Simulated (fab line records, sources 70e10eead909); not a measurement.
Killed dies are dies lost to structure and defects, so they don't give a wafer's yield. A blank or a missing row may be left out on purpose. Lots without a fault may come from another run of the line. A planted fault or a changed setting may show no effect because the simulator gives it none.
fab line records | flow nand_harc
record lots=6 wafers=18 last_day=23
route steps=1159 shown THIN_TSV@1113 END@1159
lots that met no fault: from a run of the same line without faults
start_h: hours from the record's first day to the start of the lot's first wafer shown | wait_h: hours since the lot's step before | " the same as in the row above | L1.1+2: a row that stands for several wafers | - no value, or no start given | * or withheld: withheld | < > ~ a bound
route shown NAME@n: a module of which the file shows steps, and the number in the route of the first | usual: mean/standard deviation of fault-free wafers | same: alike in all rows | chamber/n: place in a boat | sites: the reading at each site | _std_site: their standard deviation | _edge_site: outer sites' mean less inner sites' | radius_mm: how far each site lies from the wafer's centre | mask NAME#n: copy n | behind: the tool/chamber that last shaped the wafer | hold: why the lot was held/for how many hours/how that ended | device: the transistor (n, p or np) that didn't switch | end of line: the same wafers' tests at the end of the route | a step without rows: its recipe alone | killed: dies lost to structure and defects at the first sort, not the wafer's yield | map: a wafer's dies, x killed, . not, _ none there
set.NAME: the setting as run; set.NAME@STEP: as run at that earlier step | model.NAME: the simulator's own value behind a step, which no gauge read
lots at some steps of the route; a table a step, a row a wafer
services: from which hour (start_h, from the record's first day; less than 0 if before it) a tool's chamber was out of use, for how many hours, and why
## steps
# step NHARC_THIN_TSV_EXPOSE_09
# recipe na=0.55 dose_mj=30.7 mask_id=TSV
# step NHARC_THIN_TSV_PEB_10
# recipe peb_temp_c=118 peb_time_s=85
# step NHARC_THIN_TSV_DEVELOP_11
# recipe time_s=70
# step NHARC_THIN_TSV_CD_MEAS_12
# recipe target_cd_nm=1000 landing_energy_ev=500
# usual cd_nm=999.7/1.5
# columns lot.wafer tool chamber start_h wait_h cd_nm
L289.1 cd_sem-01 0 421.50 - 1000.2
L289.2 " 0 " " 999.0
L289.5 " 0 " " 1000.3
L288.3 cd_sem-01 0 425.79 - 1000.8
L288.4 " 0 " " 1000.9
L288.5 " 0 " " 999.6
L292.4 cd_sem-01 0 448.16 - 1001.7
L292.5 " 0 " " 998.4
L292.6 " 0 " " 1001.3
L293.2 cd_sem-02 0 459.68 - 997.4
L293.3 " 0 " " 998.5
L293.5 " 0 " " 998.0
L304.1 cd_sem-01 0 536.46 - 1001.0
L304.4 " 0 " " 1000.3
L304.5 " 0 " " 1000.6
L305.1 cd_sem-02 0 540.77 - 998.8
L305.5 " 0 " " 1000.6
L305.6 " 0 " " 999.0
# step NHARC_THIN_TSV_HARDBAKE_13
# recipe temp_c=125 time_s=80
# step NHARC_THIN_TSV_DESCUM_14
# recipe time_s=3 o2_flow_sccm=200 ar_flow_sccm=0 bias_power_w=0 chemistry=O2
# usual drypump_motor_current_A=5.7/0.52 oes_product_au=1.000/0.0072 rf_vpp_V=57.7/0.97 showerhead_plenum_p_Torr=1.90/0.083 throttle_valve_pct=11.312/0.0096
# columns lot.wafer tool chamber start_h wait_h drypump_motor_current_A oes_product_au rf_hours_counter_h rf_vpp_V showerhead_plenum_p_Torr throttle_valve_pct
L289.2 rie_diel-09 1 421.67 - 5.1 1.014 16 57.4 1.94 11.315
L289.1 " 2 " " 6.5 1.001 15 56.9 1.83 11.312
L289.5 " 0 " " 5.1 0.987 - 60.4 2.02 11.315
L288.4 rie_diel-12 2 425.96 - 6.4 0.989 3 58.5 2.00 11.307
L288.3 " 3 " " 6.4 1.001 3 59.0 1.96 11.307
L288.5 " 1 " " 5.4 0.991 - 59.0 1.83 11.325
L292.4 rie_diel-09 1 448.34 - 5.1 0.994 1 57.9 1.94 11.302
L292.5 " 2 " " 6.5 1.005 - 58.2 1.83 11.311
L292.6 " 3 " " 5.4 0.990 - 56.2 1.92 11.315
L293.2 rie_diel-09 0 459.85 - 5.1 0.998 2 57.2 2.02 11.302
L293.3 " 2 " " 6.5 1.006 2 58.3 1.83 11.314
L293.5 " 2 " " 6.5 1.009 - 57.1 1.83 11.311
L304.4 rie_diel-09 2 536.63 - 6.5 1.012 11 56.0 1.82 11.310
L304.1 " 3 " " 5.4 1.005 10 58.4 1.92 11.297
L304.5 " 1 " " 5.1 1.000 - 58.9 1.94 11.316
L305.1 rie_diel-12 1 540.94 - 5.4 1.005 11 56.7 1.83 11.308
L305.5 " 3 " " 6.3 1.015 - 57.1 1.95 11.314
L305.6 " 0 " " 5.9 1.013 - 56.7 1.78 11.293
# step NHARC_THIN_TSV_ETCH_44
# recipe target_depth_a=15942 time_s=797.1 cf4_flow_sccm=150 o2_flow_sccm=10 ar_flow_sccm=0 rf_w=300 bias_w=800 chemistry=CF4/O2
# usual drypump_motor_current_A=5.7/0.53 oes_product_au=0.999/0.0076 rf_vpp_V=794/4.6 showerhead_plenum_p_Torr=1.83/0.073 throttle_valve_pct=16.914/0.009
# columns lot.wafer tool chamber start_h wait_h drypump_motor_current_A oes_product_au rf_hours_counter_h rf_vpp_V showerhead_plenum_p_Torr throttle_valve_pct
L289.1 rie_diel-09 3 421.86 0.2 5.4 1.005 17 794 1.84 16.925
L289.2 " 0 " " 5.1 0.993 16 801 1.93 16.909
L289.5 " 2 " " 6.5 1.008 - 789 1.76 16.909
L288.3 rie_diel-12 0 426.09 0.1 5.9 1.001 3 787 1.71 16.915
L288.4 " 1 " " 5.4 0.995 3 790 1.76 16.916
L288.5 " 3 " " 6.4 1.001 - 797 1.87 16.928
L292.4 rie_diel-09 3 448.57 0.2 5.4 1.004 1 793 1.84 16.905
L292.5 " 0 " " 5.1 0.997 - 800 1.93 16.906
L292.6 " 1 " " 5.1 0.998 - 797 1.85 16.901
L293.2 rie_diel-09 0 459.94 0.1 5.1 0.994 3 801 1.92 16.915
L293.3 " 2 " " 6.5 1.003 3 789 1.75 16.916
L293.5 " 0 " " 5.1 0.994 - 801 1.93 16.892
L304.1 rie_diel-09 2 536.70 0.1 6.5 1.008 11 789 1.75 16.925
L304.4 " 1 " " 5.1 0.999 9 797 1.85 16.921
L304.5 " 2 " " 6.5 1.000 - 790 1.75 16.918
L305.1 rie_diel-12 2 541.18 0.2 6.4 1.001 10 799 1.91 16.926
L305.6 " 3 " " 6.4 1.010 - 797 1.87 16.912
L305.5 " 0 " " 5.9 0.995 - 786 1.71 16.919
# step NHARC_THIN_TSV_ETCH_15
# recipe target_depth_a=30000 bosch_target_overetch_cycles=2 bosch_etch_step_s=2.8 bosch_dep_step_s=1.2 bosch_cycles=14
# usual drypump_motor_current_A=5.7/0.59
# columns lot.wafer tool chamber start_h wait_h drypump_motor_current_A rf_hours_counter_h
L289.2 rie_si-03 1 422.33 - 5.6 0.9
L289.1 " 3 " " 5.5 0.6
L289.5 " 1 " " 5.6 -
L288.3 rie_si-05 1 426.61 - 6.5 0.0
L288.4 " 0 " " 6.8 0.0
L288.5 " 1 " " 6.5 -
L292.5 rie_si-03 0 449.02 - 5.7 -
L292.6 " 2 " " 4.9 -
L292.4 " 3 " " 5.5 -
L293.3 rie_si-03 3 460.66 - 5.4 1.0
L293.2 " 0 " " 5.7 1.2
L293.5 " 1 " " 5.5 -
L304.1 rie_si-05 2 537.28 - 6.0 1.1
L304.4 " 3 " " 5.5 0.9
L304.5 " 2 " " 6.0 -
L305.1 rie_si-03 1 541.58 - 5.6 0.1
L305.6 " 1 " " 5.6 -
L305.5 " 2 " " 4.9 -
# step NHARC_THIN_TSV_CD_MEAS_16
# usual cd_nm=999.6/1.6
# columns lot.wafer tool chamber start_h wait_h cd_nm
L289.1 cd_sem-01 - 422.46 0.1 1000.6
L289.2 " - " " 998.9
L289.5 " - " " 1000.5
L288.3 cd_sem-03 - 426.76 0.1 1001.4
L288.4 " - " " 1000.6
L288.5 " - " " 1000.4
L292.4 cd_sem-02 - 449.14 0.1 1002.0
L292.5 " - " " 998.0
L292.6 " - " " 1000.9
L293.2 cd_sem-01 - 460.78 0.1 997.5
L293.3 " - " " 998.0
L293.5 " - " " 998.1
L304.1 cd_sem-01 - 537.42 0.1 1000.9
L304.4 " - " " 1000.3
L304.5 " - " " 1000.7
L305.1 cd_sem-03 - 541.72 0.1 998.8
L305.5 " - " " 1000.5
L305.6 " - " " 999.0
# step NHARC_THIN_TSV_STRIP_45
# recipe power_w=1500 temp_c=250 chemistry=O2
# usual drypump_motor_current_A=5.8/0.47 heater_power_w=337/25 rf_refl_power_W=19/6.1
# columns lot.wafer tool chamber start_h wait_h drypump_motor_current_A heater_power_w rf_hours_counter_h rf_refl_power_W
L289.2 plasma_asher-02 0 422.54 0.1 5.8 348 18 -
L289.1 " 1 " " 5.3 378 18 -
L289.5 " 1 " " 5.3 372 - -
L288.3 plasma_asher-02 0 426.93 0.2 5.8 333 - 19
L288.4 " 1 " " 5.3 369 - 17
L288.5 " 1 " " 5.3 372 - 17
L292.4 plasma_asher-02 1 449.36 0.2 5.3 371 - 16
L292.6 " 0 " " 5.8 339 - 20
L292.5 " 1 " " 5.3 368 - 16
L293.2 plasma_asher-02 1 461.68 0.9 5.3 371 35 16
L293.3 " 1 " " 5.3 381 - 17
L293.5 " 1 " " 5.3 374 - 17
L304.1 plasma_asher-01 1 538.11 0.7 5.8 307 23 28
L304.4 " 1 " " 5.7 301 - 28
L304.5 " 1 " " 5.7 308 - 28
L305.1 plasma_asher-01 1 541.96 0.2 5.7 312 25 28
L305.5 " 0 " " 6.6 318 - 11
L305.6 " 1 " " 5.7 305 - 28
# step NHARC_THIN_TSV_STRIP_46
# recipe time_s=1200 temp_c=72.5 chemistry=post_etch_residue_remover
# step NHARC_THIN_TSV_DEP_47
# recipe target_thk_a=2000 temp_c=withheld pressure_torr=6.5 rf_w=900 teos_flow_sccm=161.4 flow_sccm=2650 target_thk_nm=200 gas=O2 material=SiO2
# usual chamber_pressure_Torr=6.501/0.015 throttle_valve_pct=16.2/0.57
# columns lot.wafer tool chamber start_h wait_h chamber_pressure_Torr throttle_valve_pct
L289.2 pecvd-03 2 423.50 - 6.508 16.2
L289.1 " 0 " " 6.492 16.5
L289.5 " 0 " " 6.476 16.4
L288.3 pecvd-04 1 427.73 - 6.481 16.6
L288.5 " 0 " " 6.508 15.2
L288.4 " 1 " " 6.501 16.6
L292.4 pecvd-04 0 450.16 - 6.500 15.2
L292.5 " 1 " " 6.539 16.7
L292.6 " 2 " " 6.516 16.9
L293.2 pecvd-03 2 462.59 - 6.484 16.5
L293.3 " 0 " " 6.489 16.7
L293.5 " 2 " " 6.494 16.1
L304.1 pecvd-04 0 538.91 - 6.507 15.5
L304.4 " 1 " " 6.505 17.0
L304.5 " 2 " " 6.525 16.8
L305.1 pecvd-03 2 542.76 - 6.505 15.9
L305.5 " 1 " " 6.509 15.6
L305.6 " 2 " " 6.501 15.8
# step NHARC_THIN_TSV_ETCHBACK_48
# recipe target_depth_a=10285 over_etch_frac=0.3 time_s=405.17 ion_energy_ev=250 c4f8_flow_sccm=withheld ar_flow_sccm=withheld rf_w=600 bias_w=300 chemistry=C4F8/Ar
# usual oes_product_au=0.939/0.026 rf_vpp_V=546/3.3 run_length_s=426.4/0.36
# columns lot.wafer tool chamber start_h wait_h oes_product_au rf_hours_counter_h rf_vpp_V run_length_s
L289.1 rie_diel-05 2 423.91 - 0.932 5 548 426.0
L289.2 " 3 " " 0.924 5 552 426.1
L289.5 " 3 " " 0.925 - 552 426.4
L288.3 rie_diel-12 2 428.16 - 0.917 3 550 426.2
L288.4 " 3 " " 0.925 3 549 425.9
L288.5 " 0 " " 0.923 - 541 427.5
L292.4 rie_diel-12 1 450.53 - 0.929 5 544 326.1
L292.6 " 2 " " 0.917 - 548 325.1
L292.5 " 3 " " 0.926 - 551 325.2
L293.2 rie_diel-12 3 462.95 - 0.928 6 549 426.0
L293.3 " 0 " " 0.915 6 542 427.1
L293.5 " 1 " " 0.916 - 546 325.8
L304.4 rie_diel-12 3 539.31 - 1.004 11 547 426.0
L304.1 " 2 " " 0.988 10 551 426.4
L304.5 " 0 " " 0.983 - 542 427.0
L305.1 rie_diel-05 0 543.21 - 0.997 2 544 426.2
L305.6 " 1 " " 1.000 - 541 427.2
L305.5 " 0 " " 1.001 - 544 426.2
# step NHARC_THIN_TSV_STRIP_62
# recipe power_w=1500 temp_c=250 time_s=20 chemistry=N2/H2
# step NHARC_END_SORT_01
# recipe temp_c=25
# usual defect_limited_yield=95.6/1.7 killed_at_array=27/11 killed_at_other=0.7/0.93 killed_at_periphery=2.9/1.9 killed_dies=30/11 killed_open=3.1/1.7 killed_short=1.9/1.3 sort_bin_2_pct=1.4/0.68 sort_bin_3_pct=0.28/0.25 sort_bin_4_pct=2.8/1.1 sort_n_pass=647/11 sort_rim_yield_pct=95.4/2.7 sort_yield_pct=95.6/1.7
# same gross_dies=677 sort_bin_5_pct[%]=0 sort_bin_6_pct[%]=0 sort_bin_7_pct[%]=0 sort_bin_8_pct[%]=0 sort_rim_n_gross=106.00
# columns lot.wafer tool chamber start_h wait_h defect_limited_yield[%] killed_at_array killed_at_other killed_at_periphery killed_dies killed_open killed_short sort_bin_2_pct[%] sort_bin_3_pct[%] sort_bin_4_pct[%] sort_n_pass sort_rim_yield_pct[%] sort_yield_pct[%]
L292.4 prober-02 0 466.10 3.4 7.7 10 613 2 625 1 3 91.0 0 1.3 52 21.7 7.7
L292.5 prober-02 0 466.90 3.7 8.6 13 603 3 619 4 1 89.7 0 1.8 58 1.9 8.6
L292.6 prober-02 0 467.70 4.0 10.0 11 596 2 609 3 1 88.6 0.15 1.2 68 28.3 10.0
L293.2 prober-02 0 476.16 2.9 95.0 26 4 4 34 2 1 1.9 0 3.1 643 94.3 95.0
L293.3 prober-02 0 476.97 3.2 97.5 12 1 4 17 2 2 0.6 0 1.9 660 94.3 97.5
L293.5 prober-02 0 478.59 3.8 10.2 15 591 2 608 3 2 87.7 0 2.1 69 29.2 10.2
L304.1 prober-01 0 557.37 2.5 98.4 8 0 3 11 1 1 0.6 0 1.0 666 97.2 98.4
L304.4 prober-01 0 559.76 3.4 96.6 20 0 3 23 2 3 1.0 0 2.4 654 98.1 96.6
L304.5 prober-01 0 560.56 3.7 97.0 16 0 4 20 1 1 0.4 0.15 2.4 657 99.1 97.0
# killed by level:class
L292.4 THIN_TSV:area_etchback=612 A_CHANNEL_FILL_D1:geometric_particle:short=2 A_CHANNEL_HOLE_D1:chamber_film_flake=2 A_STAIRCASE:chamber_film_flake=2 A_CONTACT:chamber_film_flake=2 P_M0:geometric_particle:short=1 A_CHANNEL_FILL_D1:geometric_particle:open=1 P_GATE:chamber_film_flake=1
L292.5 THIN_TSV:area_etchback=602 A_CHANNEL_HOLE_D1:chamber_film_flake=4 A_M0:geometric_particle:open=3 A_CONTACT:chamber_film_flake=2 P_GATE:geometric_particle:open=1 A_M0:geometric_particle:short=1 P_STI:chamber_film_flake=1 P_GATE:chamber_film_flake=1
L292.6 THIN_TSV:area_etchback=596 A_CONTACT:chamber_film_flake=4 A_WL_FILL:geometric_particle:open=2 P_GATE:chamber_film_flake=2 A_STAIRCASE:chamber_film_flake=2 A_CHANNEL_FILL_D1:geometric_particle:short=1 A_CONTACT:geometric_particle:open=1 A_SLIT:chamber_film_flake=1
L293.2 A_CONTACT:chamber_film_flake=8 A_STAIRCASE:chamber_film_flake=7 A_BLC:chamber_film_flake=5 THIN_TSV:chamber_film_flake=4 A_CHANNEL_HOLE_D1:chamber_film_flake=3 A_WL_FILL:chamber_film_flake=2 P_CONTACT:geometric_particle:short=1 P_CONTACT:geometric_particle:open=1
L293.3 A_CONTACT:chamber_film_flake=4 A_BLC:chamber_film_flake=3 A_M1:geometric_particle:short=2 P_M1:chamber_film_flake=2 P_CONTACT:geometric_particle:open=1 A_BLC:geometric_particle:open=1 P_STI:chamber_film_flake=1 A_CHANNEL_HOLE_D1:chamber_film_flake=1
L293.5 THIN_TSV:area_etchback=588 A_BLC:chamber_film_flake=4 A_CHANNEL_HOLE_D1:chamber_film_flake=3 A_CONTACT:chamber_film_flake=3 THIN_TSV:chamber_film_flake=3 P_STI:geometric_particle:short=1 P_GATE:geometric_particle:open=1 A_CONTACT:geometric_particle:open=1
L304.1 A_CHANNEL_HOLE_D1:chamber_film_flake=4 P_M1:geometric_particle:open=1 A_CHANNEL_FILL_D1:geometric_particle:short=1 P_GATE:chamber_film_flake=1 P_M0:chamber_film_flake=1 A_ZERO_WELL:chamber_film_flake=1 A_SLIT:chamber_film_flake=1 A_CONTACT:chamber_film_flake=1
L304.4 A_CHANNEL_HOLE_D1:chamber_film_flake=11 A_CONTACT:chamber_film_flake=3 P_M0:chamber_film_flake=2 P_CONTACT:geometric_particle:short=1 A_ONON_D1:geometric_particle:open=1 A_SGD_CUT:geometric_particle:short=1 A_WL_FILL:geometric_particle:short=1 A_CONTACT:geometric_particle:open=1
L304.5 A_CHANNEL_HOLE_D1:chamber_film_flake=9 A_CONTACT:chamber_film_flake=3 P_GATE:chamber_film_flake=2 P_M1:geometric_particle:short=1 A_WL_FILL:geometric_particle:open=1 P_M0:chamber_film_flake=1 A_STAIRCASE:chamber_film_flake=1 A_SLIT:chamber_film_flake=1
# map L292.4 (x killed, . not)
____________x____________
_________xx.x.xx_________
_______xx..xxxx.x._______
______.x..xxxxx.xxx______
_____xxx.xxxxxxxxxxx_____
____xxxxxxxxxxxxxxxxx____
____.xxxxx.xxxxxxxxxx____
___xxx.xxxxxxxxxxxxxxx___
___.xxxxxxxxxx.xxxx.xx___
__.xxxxxxxxxxxxxxxx.xxx__
__.xxxxxxxxxxxxxxxxxxxx__
_.xxxxxxx.xxxxxxxxx.xx.x_
_xxxxx.xxxxxxxxxxxxxxxxx_
_xxxxxxxxxxxxxxxxxxx.xxx_
_.xxxxxxxxxxxxxxxxxxxxx._
_.xxxxxxxxxxxxxxxxxxxxxx_
.xxxxxxxxxxxxxxxxxxxxxxxx
xx.xxxxxxxxxxxxxxxxxxxx.x
xxx.x.xxxxxxxxxxxxxxxxxxx
.xxxxxxxxxxxxxxxxxxxxxxxx
x..xxx.xxxxxxxxxxxxxxxxxx
_xxxxxxxxxxxxxxxxxxxxxxx_
_xxxxxx.xxxxxxxxxxxxxxxx_
_xxxxxxxxxxxxxxxxxxxxxxx_
_.xxxxxxxxxxxxxxxxxxxxx._
_xxxxxxxxxxxxxxxxxxxxxxx_
__xxx.xxxxxxxxxxxxxxxxx__
__.xxx.xxxxxxxxxxxxxxxx__
___xxxxxxxxxxxxxxxxxxx___
___xxxxxxxxxxxxxxxxx.x___
____xxxxxxxxxxxxx.xx.____
____.x.xxxxxxxxxxxxxx____
_____xxxxxxxxxx.xxxx_____
______xx.xxxxxxxxx.______
_______xxxxxxxxxxx_______
_________xxxxxxx_________
____________x____________
# map L293.5 (x killed, . not)
____________.____________
_________....xxx_________
_______..x..x.xxxx_______
______x.xxx.xx.x.xx______
_____.xxxxxxx..xxx.x_____
____xxxxxxxxxxxxxxx..____
____.xxxxx.xxx..x..xx____
___...xxxxxxxxxxx.xxxx___
___.xxxxxx.xxxxx.x...x___
__xxxxxxxxxxxxxxxx.xxxx__
__.xxxxx.xxxxxxxxxxxxxx__
_..x.xxxxxxxxxxxxxxxxxxx_
_.x.xxx.xxxxxxxxxxxxxxxx_
_xx.xxxxxxxxxxxxxxxxxxxx_
_xxxxxxxxxxxxxxxxxxxxxx._
_x.xxx.xxxxxxxxxxxxxxxxx_
.xxxxxxxxxxxxxxxxxxxxxxxx
xxxxxxxxxxxxxxxxxxxxxxxxx
.xxxxxxxxxxxxxxxxxxxxxxxx
xxx.xxxxxxxxxxxxxxxxxxxx.
..xxxxxxxxxxxxxxxxxxx.xxx
_.xxxxxxxxxxxxxxxxxxxxxx_
_xxxxxxxxxxxxxxxxxxxxxx._
_xxxxxxxxxxxxxxxxxxxxxxx_
_xxxxxxxxxxxxxxxxxxxxxxx_
_xxxxxxx.xxxxxxxxxxxx.xx_
__xxxxxxxxxxxxxxxxxxxxx__
__xxx.xxxxxxxxxxxxxxxxx__
___xxx.xxxxxxxxxxxxxxx___
___x.xxxxxxxxxxxxxxxxx___
____x.xxxxxxxxxxxxxxx____
____x.xxxxxxxxxxxxxxx____
_____x.xxxxxxxxxxxxx_____
______.xxxxxxxxxxxx______
_______xxxxxxxxxxx_______
_________.xx.xxx_________
____________x____________
## services
# columns tool chamber start_h hours kind
rie_si-05 3 404.56 6.5 repair
rie_diel-09 0 410.35 - clean
rie_diel-09 1 410.35 - clean
rie_si-05 - 416.00 9.0 pm
pecvd-04 - 421.00 1.4 repair
rie_diel-09 - 431.12 9.0 pm
rie_si-05 - 432.97 0.3 repair
rie_diel-05 - 433.74 21.9 repair
pecvd-03 - 442.50 0.2 repair
rie_si-03 1 444.19 7.1 repair
pecvd-04 - 448.93 0.4 repair
plasma_asher-01 - 453.05 9.0 pm
rie_diel-09 1 453.67 8.4 repair
rie_diel-12 2 462.04 9.5 repair
rie_diel-05 3 467.74 11.9 repair
rie_diel-12 0 471.20 8.2 repair
pecvd-03 - 473.21 13.0 pm
rie_diel-05 - 505.84 0.2 repair
rie_si-03 - 509.00 9.0 pm
rie_diel-05 - 517.60 9.0 pm
rie_diel-09 - 520.22 0.5 repair
pecvd-04 1 523.87 9.4 repair
plasma_asher-02 - 537.08 9.0 pm
rie_diel-05 3 542.78 1.8 repair
## key
first_sign step=NHARC_THIN_TSV_ETCHBACK_48 reading=run_length_s direction=down sigmas=99+ usual=* struck=*
effect step=NHARC_END_SORT_01 reading=killed_at_other direction=up sigmas=99+ usual=0.7 struck=600.8
more_kills_born_at NHARC_THIN_TSV_ETCHBACK_48@rie_diel-12=2398
met_at NHARC_THIN_TSV_ETCHBACK_48
struck_wafers L292.4,L292.5,L292.6,L293.5
later_rows_left_out L292.4,L292.5,L292.6,L293.5
onset_between 428.16 450.53
fault kind=process_parameter_drift tool=rie_diel-12 chamber=- onset_h=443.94 steps=NHARC_THIN_TSV_ETCHBACK_48 channel=time_s offset=* shape=step end_h=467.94 scope=struck_wafers_only acts_in=* stated=*
# later_rows_left_out: the simulator's readings of these wafers behind a module that went badly wrong aren't trusted and aren't shown, but for the sort
